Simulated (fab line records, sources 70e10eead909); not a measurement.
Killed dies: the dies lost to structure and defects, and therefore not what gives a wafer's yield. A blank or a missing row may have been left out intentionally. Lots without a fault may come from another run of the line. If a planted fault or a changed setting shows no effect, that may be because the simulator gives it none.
Which tool was responsible? | flow nandHarc | 30 wafers from 10 lots sampled at 6 of the route's 1302 steps

## WHAT THE GAUGES SHOWED, per wafer
NHARC_A_CONTACT_CD_MEAS_69 targets a cd of 300 nm. Usual: cdNm reads 299.9 nm (standard deviation 0.59).
lot  | measured     | on       | cdNm (nm)         | flag
L176 | day 22 11:44 | cdSem-02 | 300.4 300.0 299.8 | 
L178 | day 22 15:43 | cdSem-02 | 299.7 299.2 299.5 | 
L179 | day 23 03:08 | cdSem-03 | 300.3 300.1 300.8 | 
L184 | day 24 21:50 | cdSem-02 | 300.4 300.4 300.0 | 
L187 | day 27 05:29 | cdSem-02 | 307.0 306.8 307.2 | OFF
L191 | day 27 20:19 | cdSem-02 | 299.1 298.9 300.2 | 
L190 | day 27 23:53 | cdSem-03 | 305.5 305.4 305.6 | OFF
L193 | day 28 23:04 | cdSem-03 | 299.9 300.4 299.4 | 
L197 | day 30 14:58 | cdSem-01 | 299.6 300.0 299.3 | 
L199 | day 30 17:05 | cdSem-03 | 300.3 299.7 299.6 | 

NHARC_END_SORT_01. Usual: killedAtArray 62, standard deviation 20; killedAtOther 0.8, standard deviation 1.1; killedAtPeriphery 3.5, standard deviation 2.4; killedDies 66, standard deviation 21; killedOpen 3.5, standard deviation 1.9; killedShort 2.5, standard deviation 1.7.
lot  | measured     | on        | killedAtArray | killedAtOther | killedAtPeriphery | killedDies | killedOpen | killedShort | flag
L193 | day 31 11:14 | prober-02 | 82 72 68      | 0 4 1         | 3 8 5             | 85 84 74   | 2 5 4      | 3 3 1       | 

## WHICH TOOL RAN EACH LOT (tool, then ch and the chambers of the sampled wafers, then the start)
lot  | NHARC_A_CONTACT_ETCH_102          | NHARC_A_CONTACT_EXPOSE_66         | NHARC_A_CONTACT_ETCH_75           | NHARC_A_CONTACT_ETCH_76
L176 | rieDiel-06 ch 1,2,3, day 22 07:10 | arfiScanner-03 ch 0, day 22 11:35 | rieDiel-06 ch 0,2,3, day 22 12:00 | rieDiel-06 ch 1,2,3, no start
L178 | rieDiel-06 ch 0,1,2, day 22 10:15 | arfiScanner-02 ch 0, day 22 15:34 | rieDiel-05 ch 2,3, day 22 15:59   | rieDiel-05 ch 0,1,3, no start
L179 | rieDiel-07 ch 1,2, day 22 17:33   | arfiScanner-02 ch 0, day 23 03:00 | rieDiel-05 ch 0,1,3, day 23 03:26 | rieDiel-05 ch 0,1, no start
L184 | rieDiel-05 ch 0,1, day 24 17:18   | arfiScanner-02 ch 0, day 24 21:41 | rieDiel-06 ch 1,3, day 24 22:06   | rieDiel-06 ch 0,1,3, no start
L187 | rieDiel-07 ch 0,1, day 27 00:07   | arfiScanner-01 ch 0, day 27 05:21 | rieDiel-06 ch 0,1,2, day 27 05:50 | rieDiel-06 ch 1,2,3, no start
L191 | rieDiel-05 ch 0,3, day 27 15:39   | arfiScanner-03 ch 0, day 27 20:11 | rieDiel-06 ch 2,3, day 27 20:38   | rieDiel-06 ch 1,2, no start
L190 | rieDiel-06 ch 1,2,3, day 27 19:14 | arfiScanner-01 ch 0, day 27 23:44 | rieDiel-06 ch 0,1,3, day 28 00:09 | rieDiel-06 ch 0,1,3, no start
L193 | rieDiel-05 ch 1,2,3, day 28 15:26 | arfiScanner-02 ch 0, day 28 22:56 | rieDiel-07 ch 0,2,3, day 28 23:20 | rieDiel-07 ch 0,3, day 31 11:14 or earlier
L197 | rieDiel-05 ch 0,3, day 30 08:30   | arfiScanner-02 ch 0, day 30 14:50 | rieDiel-06 ch 0,2,3, day 30 15:14 | rieDiel-06 ch 2,3, no start
L199 | rieDiel-06 ch 0,1,2, day 30 09:53 | arfiScanner-03 ch 0, day 30 16:56 | rieDiel-05 ch 0,2,3, day 30 17:21 | rieDiel-05 ch 2,3, no start
- NHARC_A_CONTACT_ETCH_102: etches the open film in CF4/O2, target depth 100 nm, overetch 10 nm, time 55 s.
- NHARC_A_CONTACT_EXPOSE_66: exposes mask A CC 2.
- NHARC_A_CONTACT_ETCH_75: etches the open film in CF4, target depth 39 nm, time 65 s.
- NHARC_A_CONTACT_ETCH_76: etches the open film in N2/H2, target depth 260 nm, time 475.3 s.

## WHAT THE TOOLS THEMSELVES READ (means of the sampled wafers that have a number; where no wafer has one, the mark that the record gives instead)
NHARC_A_CONTACT_ETCH_102. Usual: drypumpMotorCurrentA 5.7 A, standard deviation 0.53; o2FlowSccm 20.00 sccm, standard deviation 0.061; oesProductAu 1.002 a.u., standard deviation 0.0091; rfVppV 198.1 V, standard deviation 1.3; showerheadPlenumPTorr 1.35 Torr, standard deviation 0.052; throttleValvePct 13.397 %, standard deviation 0.009.
lot  | tool       | drypumpMotorCurrentA (A) | o2FlowSccm (sccm) | oesProductAu (a.u.) | rfVppV (V) | showerheadPlenumPTorr (Torr) | throttleValvePct (%) | flag
L176 | rieDiel-06 | 5.6                      | 20.03             | 1.008               | 198.0      | 1.34                         | 13.389               | 
L178 | rieDiel-06 | 5.9                      | 19.99             | 1.009               | 198.2      | 1.36                         | 13.393               | 
L179 | rieDiel-07 | 5.7                      | 20.06             | 0.998               | 196.7      | 1.30                         | 13.401               | 
L184 | rieDiel-05 | 5.2                      | 20.00             | 1.006               | 196.6      | 1.29                         | 13.391               | 
L187 | rieDiel-07 | 5.9                      | 20.03             | 1.002               | 198.4      | 1.39                         | 13.407               | 
L191 | rieDiel-05 | 4.9                      | 19.98             | 1.003               | 198.0      | 1.35                         | 13.404               | 
L190 | rieDiel-06 | 5.6                      | 20.06             | 1.000               | 197.1      | 1.33                         | 13.394               | 
L193 | rieDiel-05 | 5.7                      | 20.01             | 1.008               | 197.3      | 1.34                         | 13.397               | 
L197 | rieDiel-05 | 5.1                      | 20.02             | 1.009               | 197.1      | 1.34                         | 13.408               | 
L199 | rieDiel-06 | 5.9                      | 19.99             | 0.991               | 198.4      | 1.35                         | 13.394               | 

NHARC_A_CONTACT_EXPOSE_66. Usual: exposureDoseMJCm2 reads 58.95 (standard deviation 0.056).
lot  | tool           | exposureDoseMJCm2 | flag
L176 | arfiScanner-03 | 58.92             | 
L178 | arfiScanner-02 | 58.93             | 
L179 | arfiScanner-02 | 58.94             | 
L184 | arfiScanner-02 | 58.96             | 
L187 | arfiScanner-01 | 67.26             | OFF
L191 | arfiScanner-03 | 58.93             | 
L190 | arfiScanner-01 | 65.59             | OFF
L193 | arfiScanner-02 | 58.93             | 
L197 | arfiScanner-02 | 58.97             | 
L199 | arfiScanner-03 | 58.93             | 

NHARC_A_CONTACT_ETCH_75. Usual: drypumpMotorCurrentA 5.7 A, standard deviation 0.53; oesProductAu 1.002 a.u., standard deviation 0.0094; rfVppV 151.6 V, standard deviation 1.1; showerheadPlenumPTorr 1.79 Torr, standard deviation 0.063; throttleValvePct 13.283 %, standard deviation 0.0095.
lot  | tool       | drypumpMotorCurrentA (A) | oesProductAu (a.u.) | rfVppV (V) | showerheadPlenumPTorr (Torr) | throttleValvePct (%) | flag
L176 | rieDiel-06 | 6.0                      | 1.006               | 151.5      | 1.81                         | 13.285               | 
L178 | rieDiel-05 | 5.9                      | 0.991               | 152.6      | 1.85                         | 13.278               | 
L179 | rieDiel-05 | 5.2                      | 1.001               | 150.9      | 1.75                         | 13.292               | 
L184 | rieDiel-06 | 5.2                      | 1.008               | 151.2      | 1.76                         | 13.285               | 
L187 | rieDiel-06 | 5.9                      | 1.006               | 151.7      | 1.79                         | 13.277               | 
L191 | rieDiel-06 | 5.7                      | 1.013               | 151.5      | 1.78                         | 13.286               | 
L190 | rieDiel-06 | 5.6                      | 1.002               | 151.4      | 1.78                         | 13.277               | 
L193 | rieDiel-07 | 5.9                      | 1.004               | 152.8      | 1.84                         | 13.290               | 
L197 | rieDiel-06 | 6.0                      | 0.997               | 151.3      | 1.80                         | 13.279               | 
L199 | rieDiel-05 | 5.4                      | 1.009               | 152.1      | 1.80                         | 13.289               | 

NHARC_A_CONTACT_ETCH_76. Usual: drypumpMotorCurrentA 5.7 A, standard deviation 0.53; oesProductAu 1.002 a.u., standard deviation 0.0095; rfVppV 431.2 V, standard deviation 2.2; showerheadPlenumPTorr 2.07 Torr, standard deviation 0.076; throttleValvePct 14.171 %, standard deviation 0.0087.
lot  | tool       | drypumpMotorCurrentA (A) | oesProductAu (a.u.) | rfVppV (V) | showerheadPlenumPTorr (Torr) | throttleValvePct (%) | flag
L176 | rieDiel-06 | 5.6                      | 1.006               | 430.4      | 2.04                         | 14.168               | 
L178 | rieDiel-05 | 5.2                      | 1.002               | 430.1      | 2.02                         | 14.171               | 
L179 | rieDiel-05 | 5.2                      | 1.003               | 428.8      | 1.97                         | 14.173               | 
L184 | rieDiel-06 | 5.6                      | 0.999               | 431.3      | 2.05                         | 14.175               | 
L187 | rieDiel-06 | 5.6                      | 1.012               | 430.7      | 2.04                         | 14.170               | 
L191 | rieDiel-06 | 5.9                      | 1.008               | 431.1      | 2.06                         | 14.172               | 
L190 | rieDiel-06 | 5.6                      | 1.002               | 430.7      | 2.05                         | 14.166               | 
L193 | rieDiel-07 | 6.1                      | 1.002               | 431.7      | 2.08                         | 14.165               | 
L197 | rieDiel-06 | 6.0                      | 0.998               | 431.2      | 2.06                         | 14.177               | 
L199 | rieDiel-05 | 5.6                      | 1.012               | 430.6      | 2.08                         | 14.172               | 

## THE ANSWER, worked out from the rows above alone
Rule: take the mean of a lot's wafers that have a number; if it is more than 3 standard deviations from the usual mean, the lot is off. Also off: a lot with no number at a reading for which 4 or more lots have one. The other lots that the step has rows for count as sound. Order of review: gauges by route order, followed by the tools' own readings, for which a lot's mean as printed above is used. The first step at which some lot is off is used, and at that step the reading that is off furthest; a lot without a number counts as furthest.
Off: L187, L190 (NHARC_A_CONTACT_CD_MEAS_69, cdNm).
If a tool, at a process step before that reading, ran all the lots that are off and no sound lot after the first of them, it fits. The gauges at NHARC_A_CONTACT_CD_MEAS_69 aren't tried: what is off there is off at NHARC_A_CONTACT_EXPOSE_66 too, on other tools, and a gauge's error can't cause that. One fits: arfiScanner-01 at NHARC_A_CONTACT_EXPOSE_66. It ran no sound lot before its first lot that is off in this sample, so the start can't be narrowed down.
On the lots that are off, the tool's own readings at NHARC_A_CONTACT_EXPOSE_66 differ by more than 5 times the standard deviation of the sound lots' means, which bears it out; exposureDoseMJCm2 reads 66.43 there versus 58.94 on the sound lots.

## WHAT THE SIMULATOR HAD INSERTED
Process parameters drifting: arfiScanner-01 at NHARC_A_CONTACT_EXPOSE_66, beginning at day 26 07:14. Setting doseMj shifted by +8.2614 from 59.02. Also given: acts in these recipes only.
Shown lots that were struck: L187, L190. The rule above found the same.
